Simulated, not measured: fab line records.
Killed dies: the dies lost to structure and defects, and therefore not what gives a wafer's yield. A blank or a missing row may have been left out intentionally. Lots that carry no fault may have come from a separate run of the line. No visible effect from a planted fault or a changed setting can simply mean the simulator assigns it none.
fab line records :: flow nandHarc
[record]
  lots = 14
  wafers = 42
  lastDay = 24
route steps=1159 shown A_STAIRCASE@733 A_SGD_CUT@753
lots untouched by any fault: they come from a run of this same line in which no faults occurred
startH: hours from the record's opening day to when the first of the lot's shown wafers began :: waitH: time in hours since the lot's previous step :: " as in the row above :: L1.1+2: several wafers, shown together as one row :: - value missing, or start not given :: * or withheld: withheld :: < > ~ a bound
route shown NAME@n: a module of which the file shows steps, and the number in the route of the first :: usual: average and standard deviation across the fault-free wafers :: same: alike in all rows :: chamber/n: place in a boat :: sites: each site's reading :: _std_site: their standard deviation :: _edge_site: mean of outer sites minus mean of inner sites :: radiusMm: how far each site lies from the wafer's centre :: mask NAME#n: copy n :: behind: tool/chamber where the wafer was last shaped :: hold: reason for holding the lot/hours on hold/outcome of the hold :: device: which transistor (n, p or np) failed to switch :: end of line: tests of these same wafers at the route's end :: a step without rows: its recipe alone :: killed: dies lost to structure and defects at the first sort, not the wafer's yield :: map: per-die view of a wafer (x killed, . not killed, _ where there is no die)
set.NAME: setting as actually run; set.NAME@STEP: the setting as run at that earlier step :: model.NAME: the simulator's own value behind a step, which no gauge read
one table for each step of the route and one row for each wafer, over a sample of lots
services: a tool's chamber out of use, with start hour (startH, from the record's first day; less than 0 if before it), hours out, and reason
[[steps]]
[step NHARC_A_STAIRCASE_CMP_450]
[recipe]
  targetThkNm = 200
  material = SiO2
[usual]
  motorCurrentA = 12.3/1
lot.wafer: L544.3
tool: cmp-01
chamber: 0
startH: 307.86
waitH: -
motorCurrentA: 11.5

lot.wafer: L544.1
tool: cmp-01
chamber: 1
startH: 307.86
waitH: -
motorCurrentA: 13.8

lot.wafer: L544.6
tool: cmp-01
chamber: 0
startH: 307.86
waitH: -
motorCurrentA: 11.4

lot.wafer: L546.2
tool: cmp-02
chamber: 1
startH: 320.63
waitH: -
motorCurrentA: 13.7

lot.wafer: L546.4
tool: cmp-02
chamber: 2
startH: 320.63
waitH: -
motorCurrentA: 11.5

lot.wafer: L546.5
tool: cmp-02
chamber: 1
startH: 320.63
waitH: -
motorCurrentA: 13.1

lot.wafer: L545.3
tool: cmp-01
chamber: 0
startH: 324.52
waitH: -
motorCurrentA: 11.6

lot.wafer: L545.5
tool: cmp-01
chamber: 3
startH: 324.52
waitH: -
motorCurrentA: 12.4

lot.wafer: L545.6
tool: cmp-01
chamber: 0
startH: 324.52
waitH: -
motorCurrentA: 11.7

lot.wafer: L549.1
tool: cmp-01
chamber: 1
startH: 326.00
waitH: -
motorCurrentA: 13.7

lot.wafer: L549.4
tool: cmp-01
chamber: 0
startH: 326.00
waitH: -
motorCurrentA: 12.4

lot.wafer: L549.6
tool: cmp-01
chamber: 2
startH: 326.00
waitH: -
motorCurrentA: 14.0

lot.wafer: L551.3
tool: cmp-01
chamber: 1
startH: 353.95
waitH: -
motorCurrentA: 12.9

lot.wafer: L551.4
tool: cmp-01
chamber: 2
startH: 353.95
waitH: -
motorCurrentA: 13.4

lot.wafer: L551.2
tool: cmp-01
chamber: 3
startH: 353.95
waitH: -
motorCurrentA: 12.1

lot.wafer: L552.3
tool: cmp-01
chamber: 1
startH: 354.23
waitH: -
motorCurrentA: 13.8

lot.wafer: L552.4
tool: cmp-01
chamber: 3
startH: 354.23
waitH: -
motorCurrentA: 13.2

lot.wafer: L552.6
tool: cmp-01
chamber: 2
startH: 354.23
waitH: -
motorCurrentA: 12.6

lot.wafer: L553.1
tool: cmp-03
chamber: 3
startH: 367.04
waitH: -
motorCurrentA: 13.1

lot.wafer: L553.6
tool: cmp-03
chamber: 1
startH: 367.04
waitH: -
motorCurrentA: 10.0

lot.wafer: L553.5
tool: cmp-03
chamber: 2
startH: 367.04
waitH: -
motorCurrentA: 11.9

lot.wafer: L554.1
tool: cmp-03
chamber: 2
startH: 368.89
waitH: -
motorCurrentA: 11.8

lot.wafer: L554.5
tool: cmp-03
chamber: 0
startH: 368.89
waitH: -
motorCurrentA: 11.2

lot.wafer: L554.6
tool: cmp-03
chamber: 1
startH: 368.89
waitH: -
motorCurrentA: 11.2

lot.wafer: L558.4
tool: cmp-01
chamber: 3
startH: 397.87
waitH: -
motorCurrentA: 12.8

lot.wafer: L558.1
tool: cmp-01
chamber: 1
startH: 397.87
waitH: -
motorCurrentA: 13.3

lot.wafer: L558.6
tool: cmp-01
chamber: 0
startH: 397.87
waitH: -
motorCurrentA: 11.9

lot.wafer: L559.3
tool: cmp-03
chamber: 3
startH: 399.81
waitH: -
motorCurrentA: 12.6

lot.wafer: L559.4
tool: cmp-03
chamber: 0
startH: 399.81
waitH: -
motorCurrentA: 11.0

lot.wafer: L559.6
tool: cmp-03
chamber: 2
startH: 399.81
waitH: -
motorCurrentA: 12.1

lot.wafer: L565.2
tool: cmp-03
chamber: 0
startH: 415.53
waitH: -
motorCurrentA: 11.1

lot.wafer: L565.6
tool: cmp-03
chamber: 2
startH: 415.53
waitH: -
motorCurrentA: 11.6

lot.wafer: L565.5
tool: cmp-03
chamber: 3
startH: 415.53
waitH: -
motorCurrentA: 12.8

lot.wafer: L563.1
tool: cmp-01
chamber: 1
startH: 415.80
waitH: -
motorCurrentA: 14.1

lot.wafer: L563.2
tool: cmp-01
chamber: 3
startH: 415.80
waitH: -
motorCurrentA: 13.2

lot.wafer: L563.5
tool: cmp-01
chamber: 0
startH: 415.80
waitH: -
motorCurrentA: 12.3

lot.wafer: L564.2
tool: cmp-03
chamber: 3
startH: 416.95
waitH: -
motorCurrentA: 12.5

lot.wafer: L564.1
tool: cmp-03
chamber: 0
startH: 416.95
waitH: -
motorCurrentA: 11.5

lot.wafer: L564.3
tool: cmp-03
chamber: 1
startH: 416.95
waitH: -
motorCurrentA: 10.2

lot.wafer: L567.1
tool: cmp-01
chamber: 0
startH: 450.08
waitH: -
motorCurrentA: 11.7

lot.wafer: L567.6
tool: cmp-01
chamber: 2
startH: 450.08
waitH: -
motorCurrentA: 13.0

lot.wafer: L567.5
tool: cmp-01
chamber: 3
startH: 450.08
waitH: -
motorCurrentA: 13.5
[step NHARC_A_STAIRCASE_CMP_152]
[usual]
  motorCurrentA = 12.3/1
lot.wafer: L544.3
tool: cmp-01
chamber: 0
startH: 307.93
waitH: 0.1
motorCurrentA: 11.9

lot.wafer: L544.1
tool: cmp-01
chamber: 1
startH: 307.93
waitH: 0.1
motorCurrentA: 13.8

lot.wafer: L544.6
tool: cmp-01
chamber: 0
startH: 307.93
waitH: 0.1
motorCurrentA: 11.7

lot.wafer: L546.2
tool: cmp-02
chamber: 1
startH: 320.71
waitH: 0.1
motorCurrentA: 13.6

lot.wafer: L546.4
tool: cmp-02
chamber: 2
startH: 320.71
waitH: 0.1
motorCurrentA: 11.5

lot.wafer: L546.5
tool: cmp-02
chamber: 1
startH: 320.71
waitH: 0.1
motorCurrentA: 13.3

lot.wafer: L545.3
tool: cmp-01
chamber: 0
startH: 324.59
waitH: 0.1
motorCurrentA: 11.8

lot.wafer: L545.5
tool: cmp-01
chamber: 3
startH: 324.59
waitH: 0.1
motorCurrentA: 13.0

lot.wafer: L545.6
tool: cmp-01
chamber: 0
startH: 324.59
waitH: 0.1
motorCurrentA: 12.2

lot.wafer: L549.1
tool: cmp-01
chamber: 1
startH: 326.07
waitH: 0.1
motorCurrentA: 14.2

lot.wafer: L549.4
tool: cmp-01
chamber: 0
startH: 326.07
waitH: 0.1
motorCurrentA: 11.9

lot.wafer: L549.6
tool: cmp-01
chamber: 2
startH: 326.07
waitH: 0.1
motorCurrentA: 12.4

lot.wafer: L551.3
tool: cmp-01
chamber: 1
startH: 354.02
waitH: 0.1
motorCurrentA: 14.3

lot.wafer: L551.4
tool: cmp-01
chamber: 2
startH: 354.02
waitH: 0.1
motorCurrentA: 13.5

lot.wafer: L551.2
tool: cmp-01
chamber: 3
startH: 354.02
waitH: 0.1
motorCurrentA: 12.7

lot.wafer: L552.3
tool: cmp-01
chamber: 1
startH: 354.31
waitH: 0.1
motorCurrentA: 14.0

lot.wafer: L552.4
tool: cmp-01
chamber: 3
startH: 354.31
waitH: 0.1
motorCurrentA: 13.0

lot.wafer: L552.6
tool: cmp-01
chamber: 2
startH: 354.31
waitH: 0.1
motorCurrentA: 13.0

lot.wafer: L553.1
tool: cmp-03
chamber: 3
startH: 367.11
waitH: 0.1
motorCurrentA: 11.7

lot.wafer: L553.6
tool: cmp-03
chamber: 1
startH: 367.11
waitH: 0.1
motorCurrentA: 10.2

lot.wafer: L553.5
tool: cmp-03
chamber: 2
startH: 367.11
waitH: 0.1
motorCurrentA: 11.6

lot.wafer: L554.1
tool: cmp-03
chamber: 2
startH: 368.96
waitH: 0.1
motorCurrentA: 11.9

lot.wafer: L554.5
tool: cmp-03
chamber: 0
startH: 368.96
waitH: 0.1
motorCurrentA: 11.1

lot.wafer: L554.6
tool: cmp-03
chamber: 1
startH: 368.96
waitH: 0.1
motorCurrentA: 10.5

lot.wafer: L558.4
tool: cmp-01
chamber: 3
startH: 397.94
waitH: 0.1
motorCurrentA: 13.4

lot.wafer: L558.1
tool: cmp-01
chamber: 1
startH: 397.94
waitH: 0.1
motorCurrentA: 13.8

lot.wafer: L558.6
tool: cmp-01
chamber: 0
startH: 397.94
waitH: 0.1
motorCurrentA: 11.9

lot.wafer: L559.3
tool: cmp-03
chamber: 3
startH: 399.89
waitH: 0.1
motorCurrentA: 12.7

lot.wafer: L559.4
tool: cmp-03
chamber: 0
startH: 399.89
waitH: 0.1
motorCurrentA: 10.8

lot.wafer: L559.6
tool: cmp-03
chamber: 2
startH: 399.89
waitH: 0.1
motorCurrentA: 11.7

lot.wafer: L565.2
tool: cmp-03
chamber: 0
startH: 415.60
waitH: 0.1
motorCurrentA: 11.0

lot.wafer: L565.6
tool: cmp-03
chamber: 2
startH: 415.60
waitH: 0.1
motorCurrentA: 11.6

lot.wafer: L565.5
tool: cmp-03
chamber: 3
startH: 415.60
waitH: 0.1
motorCurrentA: 12.6

lot.wafer: L563.1
tool: cmp-01
chamber: 1
startH: 415.87
waitH: 0.1
motorCurrentA: 12.9

lot.wafer: L563.2
tool: cmp-01
chamber: 3
startH: 415.87
waitH: 0.1
motorCurrentA: 12.5

lot.wafer: L563.5
tool: cmp-01
chamber: 0
startH: 415.87
waitH: 0.1
motorCurrentA: 11.6

lot.wafer: L564.2
tool: cmp-03
chamber: 3
startH: 417.02
waitH: 0.1
motorCurrentA: 12.4

lot.wafer: L564.1
tool: cmp-03
chamber: 0
startH: 417.02
waitH: 0.1
motorCurrentA: 11.2

lot.wafer: L564.3
tool: cmp-03
chamber: 1
startH: 417.02
waitH: 0.1
motorCurrentA: 11.2

lot.wafer: L567.1
tool: cmp-01
chamber: 0
startH: 450.15
waitH: 0.1
motorCurrentA: 11.7

lot.wafer: L567.6
tool: cmp-01
chamber: 2
startH: 450.15
waitH: 0.1
motorCurrentA: 12.7

lot.wafer: L567.5
tool: cmp-01
chamber: 3
startH: 450.15
waitH: 0.1
motorCurrentA: 13.0
[step NHARC_A_SGD_CUT_SOFTBAKE_04]
[recipe]
  tempC = 105
  timeS = 55
[usual]
  heaterPowerTotalW = 188.44/0.13
lot.wafer: L544.1
tool: lithoTrack-06
chamber: 0
startH: 310
waitH: -
heaterPowerTotalW: 188.37

lot.wafer: L544.3
tool: lithoTrack-06
chamber: 0
startH: 310
waitH: -
heaterPowerTotalW: 188.40

lot.wafer: L544.6
tool: lithoTrack-06
chamber: 0
startH: 310
waitH: -
heaterPowerTotalW: 188.42

lot.wafer: L546.2
tool: lithoTrack-04
chamber: 0
startH: 325
waitH: -
heaterPowerTotalW: 188.44

lot.wafer: L546.4
tool: lithoTrack-04
chamber: 0
startH: 325
waitH: -
heaterPowerTotalW: 188.32

lot.wafer: L546.5
tool: lithoTrack-04
chamber: 0
startH: 325
waitH: -
heaterPowerTotalW: 188.30

lot.wafer: L545.3
tool: lithoTrack-01
chamber: 0
startH: 326
waitH: -
heaterPowerTotalW: 188.33

lot.wafer: L545.5
tool: lithoTrack-01
chamber: 0
startH: 326
waitH: -
heaterPowerTotalW: 188.48

lot.wafer: L545.6
tool: lithoTrack-01
chamber: 0
startH: 326
waitH: -
heaterPowerTotalW: 188.71

lot.wafer: L549.1
tool: lithoTrack-06
chamber: 0
startH: 328
waitH: -
heaterPowerTotalW: 188.70

lot.wafer: L549.4
tool: lithoTrack-06
chamber: 0
startH: 328
waitH: -
heaterPowerTotalW: 188.41

lot.wafer: L549.6
tool: lithoTrack-06
chamber: 0
startH: 328
waitH: -
heaterPowerTotalW: 188.48

lot.wafer: L551.2
tool: lithoTrack-06
chamber: 0
startH: 356
waitH: -
heaterPowerTotalW: 188.59

lot.wafer: L551.3
tool: lithoTrack-06
chamber: 0
startH: 356
waitH: -
heaterPowerTotalW: 188.40

lot.wafer: L551.4
tool: lithoTrack-06
chamber: 0
startH: 356
waitH: -
heaterPowerTotalW: 188.56

lot.wafer: L552.3
tool: lithoTrack-04
chamber: 0
startH: 356
waitH: -
heaterPowerTotalW: 188.47

lot.wafer: L552.4
tool: lithoTrack-04
chamber: 0
startH: 356
waitH: -
heaterPowerTotalW: 188.43

lot.wafer: L552.6
tool: lithoTrack-04
chamber: 0
startH: 356
waitH: -
heaterPowerTotalW: 188.52

lot.wafer: L553.1
tool: lithoTrack-06
chamber: 0
startH: 369
waitH: -
heaterPowerTotalW: 188.46

lot.wafer: L553.5
tool: lithoTrack-06
chamber: 0
startH: 369
waitH: -
heaterPowerTotalW: 188.44

lot.wafer: L553.6
tool: lithoTrack-06
chamber: 0
startH: 369
waitH: -
heaterPowerTotalW: 188.36

lot.wafer: L554.1
tool: lithoTrack-01
chamber: 0
startH: 370
waitH: -
heaterPowerTotalW: 188.43

lot.wafer: L554.5
tool: lithoTrack-01
chamber: 0
startH: 371
waitH: -
heaterPowerTotalW: 188.39

lot.wafer: L554.6
tool: lithoTrack-01
chamber: 0
startH: 371
waitH: -
heaterPowerTotalW: 188.69

lot.wafer: L558.1
tool: lithoTrack-01
chamber: 0
startH: 400
waitH: -
heaterPowerTotalW: 188.47

lot.wafer: L558.4
tool: lithoTrack-01
chamber: 0
startH: 400
waitH: -
heaterPowerTotalW: 188.41

lot.wafer: L558.6
tool: lithoTrack-01
chamber: 0
startH: 400
waitH: -
heaterPowerTotalW: 188.35

lot.wafer: L559.3
tool: lithoTrack-01
chamber: 0
startH: 402
waitH: -
heaterPowerTotalW: 188.38

lot.wafer: L559.4
tool: lithoTrack-01
chamber: 0
startH: 402
waitH: -
heaterPowerTotalW: 188.33

lot.wafer: L559.6
tool: lithoTrack-01
chamber: 0
startH: 402
waitH: -
heaterPowerTotalW: 188.57

lot.wafer: L565.2
tool: lithoTrack-01
chamber: 0
startH: 417
waitH: -
heaterPowerTotalW: 204.95

lot.wafer: L565.5
tool: lithoTrack-01
chamber: 0
startH: 417
waitH: -
heaterPowerTotalW: 204.99

lot.wafer: L565.6
tool: lithoTrack-01
chamber: 0
startH: 417
waitH: -
heaterPowerTotalW: 204.94

lot.wafer: L563.1
tool: lithoTrack-04
chamber: 0
startH: 417
waitH: -
heaterPowerTotalW: 188.44

lot.wafer: L563.2
tool: lithoTrack-04
chamber: 0
startH: 417
waitH: -
heaterPowerTotalW: 188.44

lot.wafer: L563.5
tool: lithoTrack-04
chamber: 0
startH: 417
waitH: -
heaterPowerTotalW: 188.41

lot.wafer: L564.1
tool: lithoTrack-01
chamber: 0
startH: 419
waitH: -
heaterPowerTotalW: 205.10

lot.wafer: L564.2
tool: lithoTrack-01
chamber: 0
startH: 419
waitH: -
heaterPowerTotalW: 204.94

lot.wafer: L564.3
tool: lithoTrack-01
chamber: 0
startH: 419
waitH: -
heaterPowerTotalW: 204.91

lot.wafer: L567.1
tool: lithoTrack-04
chamber: 0
startH: 452
waitH: -
heaterPowerTotalW: 188.40

lot.wafer: L567.5
tool: lithoTrack-04
chamber: 0
startH: 452
waitH: -
heaterPowerTotalW: 188.49

lot.wafer: L567.6
tool: lithoTrack-04
chamber: 0
startH: 452
waitH: -
heaterPowerTotalW: 188.48
[step NHARC_A_SGD_CUT_INSPECT_11]
[usual]
  rawDefectCount = 19/10
lot.wafer: L544.1
tool: defectInspect-01
chamber: -
startH: 310.74
waitH: 0.0
rawDefectCount: 14

lot.wafer: L544.3
tool: defectInspect-01
chamber: -
startH: 310.74
waitH: 0.0
rawDefectCount: 20

lot.wafer: L544.6
tool: defectInspect-01
chamber: -
startH: 310.74
waitH: 0.0
rawDefectCount: 15

lot.wafer: L546.2
tool: defectInspect-01
chamber: -
startH: 326.13
waitH: 0.0
rawDefectCount: 23

lot.wafer: L546.4
tool: defectInspect-01
chamber: -
startH: 326.13
waitH: 0.0
rawDefectCount: 17

lot.wafer: L546.5
tool: defectInspect-01
chamber: -
startH: 326.13
waitH: 0.0
rawDefectCount: 16

lot.wafer: L545.3
tool: defectInspect-02
chamber: -
startH: 327.36
waitH: 0.0
rawDefectCount: 5

lot.wafer: L545.5
tool: defectInspect-02
chamber: -
startH: 327.36
waitH: 0.0
rawDefectCount: 10

lot.wafer: L545.6
tool: defectInspect-02
chamber: -
startH: 327.36
waitH: 0.0
rawDefectCount: 7

lot.wafer: L549.1
tool: defectInspect-02
chamber: -
startH: 328.68
waitH: 0.0
rawDefectCount: 8

lot.wafer: L549.4
tool: defectInspect-02
chamber: -
startH: 328.68
waitH: 0.0
rawDefectCount: 8

lot.wafer: L549.6
tool: defectInspect-02
chamber: -
startH: 328.68
waitH: 0.0
rawDefectCount: 9

lot.wafer: L551.2
tool: defectInspect-01
chamber: -
startH: 356.65
waitH: 0.0
rawDefectCount: 6

lot.wafer: L551.3
tool: defectInspect-01
chamber: -
startH: 356.65
waitH: 0.0
rawDefectCount: 6

lot.wafer: L551.4
tool: defectInspect-01
chamber: -
startH: 356.65
waitH: 0.0
rawDefectCount: 6

lot.wafer: L552.3
tool: defectInspect-01
chamber: -
startH: 357.03
waitH: 0.0
rawDefectCount: 27

lot.wafer: L552.4
tool: defectInspect-01
chamber: -
startH: 357.03
waitH: 0.0
rawDefectCount: 19

lot.wafer: L552.6
tool: defectInspect-01
chamber: -
startH: 357.03
waitH: 0.0
rawDefectCount: 21

lot.wafer: L553.1
tool: defectInspect-01
chamber: -
startH: 369.75
waitH: 0.0
rawDefectCount: 21

lot.wafer: L553.5
tool: defectInspect-01
chamber: -
startH: 369.75
waitH: 0.0
rawDefectCount: 26

lot.wafer: L553.6
tool: defectInspect-01
chamber: -
startH: 369.75
waitH: 0.0
rawDefectCount: 16

lot.wafer: L554.1
tool: defectInspect-01
chamber: -
startH: 371.56
waitH: 0.0
rawDefectCount: 11

lot.wafer: L554.5
tool: defectInspect-01
chamber: -
startH: 371.56
waitH: 0.0
rawDefectCount: 13

lot.wafer: L554.6
tool: defectInspect-01
chamber: -
startH: 371.56
waitH: 0.0
rawDefectCount: 8

lot.wafer: L558.1
tool: defectInspect-02
chamber: -
startH: 400.60
waitH: 0.0
rawDefectCount: 36

lot.wafer: L558.4
tool: defectInspect-02
chamber: -
startH: 400.60
waitH: 0.0
rawDefectCount: 39

lot.wafer: L558.6
tool: defectInspect-02
chamber: -
startH: 400.60
waitH: 0.0
rawDefectCount: 33

lot.wafer: L559.3
tool: defectInspect-02
chamber: -
startH: 402.51
waitH: 0.0
rawDefectCount: 13

lot.wafer: L559.4
tool: defectInspect-02
chamber: -
startH: 402.51
waitH: 0.0
rawDefectCount: 12

lot.wafer: L559.6
tool: defectInspect-02
chamber: -
startH: 402.51
waitH: 0.0
rawDefectCount: 6

lot.wafer: L565.2
tool: defectInspect-01
chamber: -
startH: 418.24
waitH: 0.0
rawDefectCount: 20

lot.wafer: L565.5
tool: defectInspect-01
chamber: -
startH: 418.24
waitH: 0.0
rawDefectCount: 15

lot.wafer: L565.6
tool: defectInspect-01
chamber: -
startH: 418.24
waitH: 0.0
rawDefectCount: 20

lot.wafer: L563.1
tool: defectInspect-01
chamber: -
startH: 418.52
waitH: 0.0
rawDefectCount: 14

lot.wafer: L563.2
tool: defectInspect-01
chamber: -
startH: 418.52
waitH: 0.0
rawDefectCount: 15

lot.wafer: L563.5
tool: defectInspect-01
chamber: -
startH: 418.52
waitH: 0.0
rawDefectCount: 24

lot.wafer: L564.1
tool: defectInspect-01
chamber: -
startH: 419.70
waitH: 0.0
rawDefectCount: 46

lot.wafer: L564.2
tool: defectInspect-01
chamber: -
startH: 419.70
waitH: 0.0
rawDefectCount: 24

lot.wafer: L564.3
tool: defectInspect-01
chamber: -
startH: 419.70
waitH: 0.0
rawDefectCount: 46

lot.wafer: L567.1
tool: defectInspect-02
chamber: -
startH: 452.80
waitH: 0.0
rawDefectCount: 20

lot.wafer: L567.5
tool: defectInspect-02
chamber: -
startH: 452.80
waitH: 0.0
rawDefectCount: 18

lot.wafer: L567.6
tool: defectInspect-02
chamber: -
startH: 452.80
waitH: 0.0
rawDefectCount: 15
[[services]]
tool: cmp-01
chamber: -
startH: 286.79
hours: 0.4
kind: repair

tool: lithoTrack-06
chamber: -
startH: 292.00
hours: 7.0
kind: pm

tool: lithoTrack-04
chamber: -
startH: 316.00
hours: 7.0
kind: pm

tool: cmp-03
chamber: -
startH: 320.02
hours: 0.4
kind: repair

tool: cmp-03
chamber: -
startH: 352.09
hours: 4.0
kind: pm

tool: cmp-02
chamber: -
startH: 353.92
hours: 4.0
kind: pm

tool: lithoTrack-06
chamber: -
startH: 354.99
hours: -
kind: consumableReplace:filter

tool: cmp-03
chamber: -
startH: 356.09
hours: -
kind: consumableReplace:conditioner

tool: cmp-03
chamber: -
startH: 356.09
hours: -
kind: consumableReplace:pad

tool: cmp-02
chamber: -
startH: 357.92
hours: -
kind: consumableReplace:conditioner

tool: cmp-02
chamber: -
startH: 357.92
hours: -
kind: consumableReplace:pad

tool: cmp-01
chamber: -
startH: 376.98
hours: 4.0
kind: pm

tool: cmp-02
chamber: -
startH: 377.83
hours: 3.5
kind: repair

tool: cmp-01
chamber: -
startH: 380.98
hours: -
kind: consumableReplace:conditioner

tool: cmp-01
chamber: -
startH: 380.98
hours: -
kind: consumableReplace:pad

tool: cmp-02
chamber: -
startH: 393.84
hours: 1.6
kind: repair

tool: cmp-02
chamber: -
startH: 403.69
hours: 1.1
kind: repair

tool: cmp-03
chamber: -
startH: 417.89
hours: 2.9
kind: repair

tool: cmp-03
chamber: -
startH: 428.59
hours: 59.3
kind: repair

tool: lithoTrack-01
chamber: -
startH: 443.00
hours: 7.0
kind: pm

tool: cmp-02
chamber: -
startH: 451.92
hours: 4.0
kind: pm
[[key]]
[firstSign]
  step = NHARC_A_SGD_CUT_SOFTBAKE_04
  reading = heaterPowerTotalW
  direction = up
  sigmas = 99+
  usual = *
  struck = *
effect none on later readings
metAt NHARC_A_SGD_CUT_SOFTBAKE_04
struckLots L564,L565
testerLeftOut L564,L565
notActingAt NHARC_A_STAIRCASE_CMP_450,NHARC_A_STAIRCASE_CMP_152,NHARC_A_SGD_CUT_INSPECT_11
onsetBetween 402 417
[fault]
  kind = processParameterDrift
  tool = lithoTrack-01
  chamber = -
  onsetH = 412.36
  steps = NHARC_A_SGD_CUT_SOFTBAKE_04
  channel = timeS
  offset = *
  shape = step
  endH = 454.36
  actsIn = *
  stated = *
// testerLeftOut: of these lots the tester's yield and bins aren't shown, on N5 and GAA mostly nor the transistor test; their killed dies are dies lost to structure and defects alone, not to doping, threshold or leakage, so they don't give the yield
